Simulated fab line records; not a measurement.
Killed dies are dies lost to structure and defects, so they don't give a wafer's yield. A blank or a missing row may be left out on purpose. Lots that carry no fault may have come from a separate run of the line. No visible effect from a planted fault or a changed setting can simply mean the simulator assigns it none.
Matching of chambers | flow n5 finfet | N5_BEOL_M5_CMP_52 on cmp-02 has 4 sister chambers
The step polishes, stops on SiCOH lowk, t overpolish 6.9 s, target thk 62 nm. 14 wafers are shown with their chamber, then 7 later ones without.

WAFERS, EACH WITH ITS CHAMBER
wafer  | chamber | motor current A (A) | time to endpoint s (s) | overpolish run s (s)
L081.1 | 3       | 5.9                 | 61.8                   | 6.896
L081.4 | 0       | 6.6                 | 58.7                   | 6.899
L081.6 | 3       | 5.6                 | 63.0                   | 6.897
L084.2 | 2       | 5.9                 | 67.5                   | 6.903
L084.4 | 3       | 6.0                 | 62.4                   | 6.902
L084.6 | 2       | 5.8                 | 68.4                   | 6.907
L085.1 | 1       | 5.7                 | 63.9                   | 6.913
L085.2 | 0       | 6.7                 | 65.6                   | 6.895
L085.6 | 3       | 5.6                 | 62.1                   | 6.905
L087.1 | 1       | 5.9                 | 65.0                   | 6.912
L087.5 | 3       | 5.7                 | 62.5                   | 6.906
L087.6 | 2       | 6.2                 | 65.9                   | 6.897
L089.2 | 2       | 6.1                 | 63.6                   | 6.905
L089.4 | 0       | 6.5                 | 59.7                   | 6.911

SIGNATURES, as means of the wafers listed above
reading            | chamber 0 | chamber 1 | chamber 2 | chamber 3 | scatter within a chamber
motor current A    | 6.600     | 5.800     | 6.000     | 5.760     | 0.165
time to endpoint s | 61.333    | 64.450    | 66.350    | 62.360    | 2.06
overpolish run s   | 6.90167   | 6.91250   | 6.90300   | 6.90120   | 0.00527
Rule: a wafer lies at a distance from a chamber equal to the root of the sum of squares, over the readings, of (its reading less the chamber's mean, divided by the reading's scatter). The wafer belongs to the nearest chamber; if the next one is less than 2 further off, it can't be placed. How the scatter is found: for the shown wafers, subtract from each reading the mean of its chamber, square and add these, divide the total by (wafers less chambers), then take the root.

WAFERS WITHOUT THEIR CHAMBER
wafer  | motor current A (A) | time to endpoint s (s) | overpolish run s (s)
L089.5 | 5.8                 | 64.7                   | 6.885
L088.1 | 5.7                 | 60.9                   | 6.907
L088.2 | 5.7                 | 61.6                   | 6.917
L088.3 | 5.9                 | 62.9                   | 6.895
L097.2 | 5.6                 | 63.9                   | 6.901
L097.4 | 6.5                 | 63.0                   | 6.884
L097.5 | 6.1                 | 61.7                   | 6.889

WHICH CHAMBER EACH WENT THROUGH
wafer  | from the rows above               | in truth
L089.5 | can't be placed: 3 or 2 or 1      | 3
L088.1 | can't be placed: 3 or 1 or 2      | 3
L088.2 | can't be placed: 1 or 3           | 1
L088.3 | can't be placed: 3 or 2 or 1      | 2
L097.2 | can't be placed: 3 or 1 or 2      | 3
L097.4 | can't be placed: 0 or 2           | 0
L097.5 | can't be placed: 3 or 2 or 0 or 1 | 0
Placed correctly: 0 of 7. Not placeable from these rows: 7 (in 7, the candidates include the true chamber). Wrongly placed: 0.
